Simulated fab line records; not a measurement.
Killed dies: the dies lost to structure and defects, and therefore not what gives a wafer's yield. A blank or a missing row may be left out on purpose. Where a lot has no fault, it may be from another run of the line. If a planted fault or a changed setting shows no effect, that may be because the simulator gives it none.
Chamber matching | flow nand-harc | 4 sister chambers for NHARC_A_CHANNEL_FILL_D1_ALD_14 on ald-hk-02
The step deposits SiO2, target thk 2.5 nm, pulse time 10 s, ald cycles 25. 4 wafers are shown with their chamber, then 7 later ones without.

WAFERS, EACH WITH ITS CHAMBER
wafer  | chamber | heater-power-outer-w (W)
L798.4 | 3       | 273
L801.5 | 0       | 247
L810.1 | 1       | 241
L810.2 | 2       | 226

WAFERS WHOSE CHAMBER IS MISSING
wafer  | heater-power-outer-w (W)
L810.5 | 280
L811.3 | 241
L811.5 | 232
L811.6 | 239
L812.1 | 237
L812.3 | 283
L812.6 | 234

EACH ONE'S CHAMBER
wafer  | from the rows above          | in truth
L810.5 | 3                            | 3
L811.3 | can't be placed: 1 or 0      | 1
L811.5 | can't be placed: 2 or 1 or 0 | 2
L811.6 | can't be placed: 1 or 0 or 2 | 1
L812.1 | can't be placed: 1 or 0 or 2 | 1
L812.3 | 3                            | 3
L812.6 | can't be placed: 1 or 2 or 0 | 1
Correctly placed: 2 of 7. Cannot be placed on the basis of these rows: 5; the candidates contain the true chamber in 5. Number placed wrongly: 0.
How it was worked out, from the rows above alone: a wafer's distance from a chamber is the root of the sum, over the readings, of the square of ((its reading less the chamber's mean) divided by the reading's scatter). If the next closest chamber is less than 2 further off than the closest, the wafer can't be placed; otherwise it belongs to the closest. The mean given for a chamber averages the wafers shown for that chamber. The scatter: root of mean squared gap, hidden wafer to nearest shown wafer, with one shown wafer a chamber.
